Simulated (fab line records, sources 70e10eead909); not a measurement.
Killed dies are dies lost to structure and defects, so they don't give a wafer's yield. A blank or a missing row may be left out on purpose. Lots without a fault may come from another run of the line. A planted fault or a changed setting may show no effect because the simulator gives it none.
Tool commonality check | flow nand_harc | 14 lots, 48 wafers sampled

WHY IT WAS OPENED
At NHARC_A_ONON_D2_THK_MEAS_11 the reading thk_nm is flagged on 2 of 14 lots. Wafers without a fault read 997 nm, standard deviation 7.9.
Rule: a lot is flagged when every wafer of it that has a number lies more than 4 standard deviations from that mean, or none has a number. The other lots count as sound.

lot  | measured     | on            | thk_nm (nm), wafer by wafer   | flag
L110 | day 12 03:17 | film_metro-01 | 996 994 995                   |
L112 | day 13 02:13 | film_metro-02 | 1016 1015 1013                |
L113 | day 13 12:58 | film_metro-01 | 994 991 993                   |
L120 | day 17 00:19 | film_metro-01 | 1586 1586 1583 1583 1584 1585 | FLAGGED
L121 | day 17 06:36 | film_metro-01 | 1006 1004 1005                |
L122 | day 17 06:37 | film_metro-01 | 1585 1586 1585 1585 1585 1587 | FLAGGED
L123 | day 17 06:47 | film_metro-01 | 994 994 992                   |
L128 | day 19 18:40 | film_metro-02 | 1009 1008 1007                |
L127 | day 19 18:41 | film_metro-02 | 999 998 999                   |
L129 | day 20 10:32 | film_metro-01 | 995 992 994                   |
L130 | day 20 10:33 | film_metro-02 | 999 1000 998                  |
L131 | day 21 03:02 | film_metro-01 | 986 987 987                   |
L132 | day 21 08:52 | film_metro-02 | 994 993 993                   |
L133 | day 22 08:19 | film_metro-01 | 994 997 996                   |
The numbers of the flagged lots are 1585 nm on average: +588 nm against the usual, or +74 standard deviations.

WHICH TOOL RAN EACH LOT
The record holds 2 process steps before the reading, out of a route of 1302 steps. In each cell: the tool, then ch and the chambers that the sampled wafers went through, then the start.
lot  | flag    | NHARC_A_CHANNEL_FILL_D1_CMP_10 | NHARC_A_ONON_D2_DEP_09
L110 |         | cmp-03 ch 0,2,3, day 10 15:25  | pecvd_onon-01 ch 0, day 12 02:47
L112 |         | cmp-03 ch 0,1,3, day 11 11:32  | pecvd_onon-03 ch 0, day 13 01:43
L113 |         | cmp-03 ch 0,2,3, day 12 01:37  | pecvd_onon-03 ch 0, day 13 12:28
L120 | FLAGGED | cmp-04 ch 0,1,2, day 15 02:04  | pecvd_onon-01 ch 0, day 16 23:48
L121 |         | cmp-02 ch 2,3, day 15 12:58    | pecvd_onon-02 ch 0, day 17 06:09
L122 | FLAGGED | cmp-03 ch 0,2,3, day 15 12:58  | pecvd_onon-01 ch 0, day 17 06:06
L123 |         | cmp-04 ch 0,1,2, day 15 22:28  | pecvd_onon-03 ch 0, day 17 06:27
L128 |         | cmp-02 ch 1,2, day 18 05:22    | pecvd_onon-02 ch 0, day 19 18:13
L127 |         | cmp-04 ch 1,2,3, day 18 05:24  | pecvd_onon-03 ch 0, day 19 18:13
L129 |         | cmp-04 ch 1,2,3, day 18 21:23  | pecvd_onon-01 ch 0, day 20 10:05
L130 |         | cmp-03 ch 0,1,2, day 18 21:21  | pecvd_onon-03 ch 0, day 20 10:02
L131 |         | cmp-04 ch 1,2,3, day 19 10:15  | pecvd_onon-01 ch 0, day 21 02:35
L132 |         | cmp-03 ch 0,1,2, day 19 22:04  | pecvd_onon-01 ch 0, day 21 08:24
L133 |         | cmp-03 ch 0,1,3, day 20 17:54  | pecvd_onon-01 ch 0, day 22 07:48
What these steps do:
- NHARC_A_CHANNEL_FILL_D1_CMP_10: polishes, target thk 150 nm.
- NHARC_A_ONON_D2_DEP_09: target thk 1000 nm.
- NHARC_A_ONON_D2_THK_MEAS_11: measures by ellipsometry.

FLAGGED OVER TOTAL, TOOL BY TOOL (the gauges that took the reading come last)
step                           | tool          | lots run | flagged | share of the flagged lots | sound lots run after its first flagged lot
NHARC_A_CHANNEL_FILL_D1_CMP_10 | cmp-02        | 2        | 0       | none                      | -
NHARC_A_CHANNEL_FILL_D1_CMP_10 | cmp-03        | 7        | 1       | some                      | 3 (L130,L132,L133)
NHARC_A_CHANNEL_FILL_D1_CMP_10 | cmp-04        | 5        | 1       | some                      | 4 (L123,L127,L129,L131)
NHARC_A_ONON_D2_DEP_09         | pecvd_onon-01 | 7        | 2       | all                       | 4 (L129,L131,L132,L133)
NHARC_A_ONON_D2_DEP_09         | pecvd_onon-02 | 2        | 0       | none                      | -
NHARC_A_ONON_D2_DEP_09         | pecvd_onon-03 | 5        | 0       | none                      | -
NHARC_A_ONON_D2_THK_MEAS_11    | film_metro-01 | 9        | 2       | all                       | 5 (L121,L123,L129,L131,L133)
NHARC_A_ONON_D2_THK_MEAS_11    | film_metro-02 | 5        | 0       | none                      | -

WHAT THE TABLE ALLOWS
2 rows of the table ran every flagged lot: pecvd_onon-01 at NHARC_A_ONON_D2_DEP_09, film_metro-01 at NHARC_A_ONON_D2_THK_MEAS_11.
- pecvd_onon-01 at NHARC_A_ONON_D2_DEP_09: 2 of its 7 lots flagged. Sound lots ran on it after the first flagged one (L129, L131, L132, L133), which a lasting fault on the whole tool wouldn't allow.
- film_metro-01 at NHARC_A_ONON_D2_THK_MEAS_11: 2 of its 9 lots flagged. Sound lots ran on it after the first flagged one (L121, L123, L129, L131, L133), which a lasting fault on the whole tool wouldn't allow.
No row of the table ran every flagged lot and no sound lot after the first.

WHAT THE SIMULATOR HAD PUT IN
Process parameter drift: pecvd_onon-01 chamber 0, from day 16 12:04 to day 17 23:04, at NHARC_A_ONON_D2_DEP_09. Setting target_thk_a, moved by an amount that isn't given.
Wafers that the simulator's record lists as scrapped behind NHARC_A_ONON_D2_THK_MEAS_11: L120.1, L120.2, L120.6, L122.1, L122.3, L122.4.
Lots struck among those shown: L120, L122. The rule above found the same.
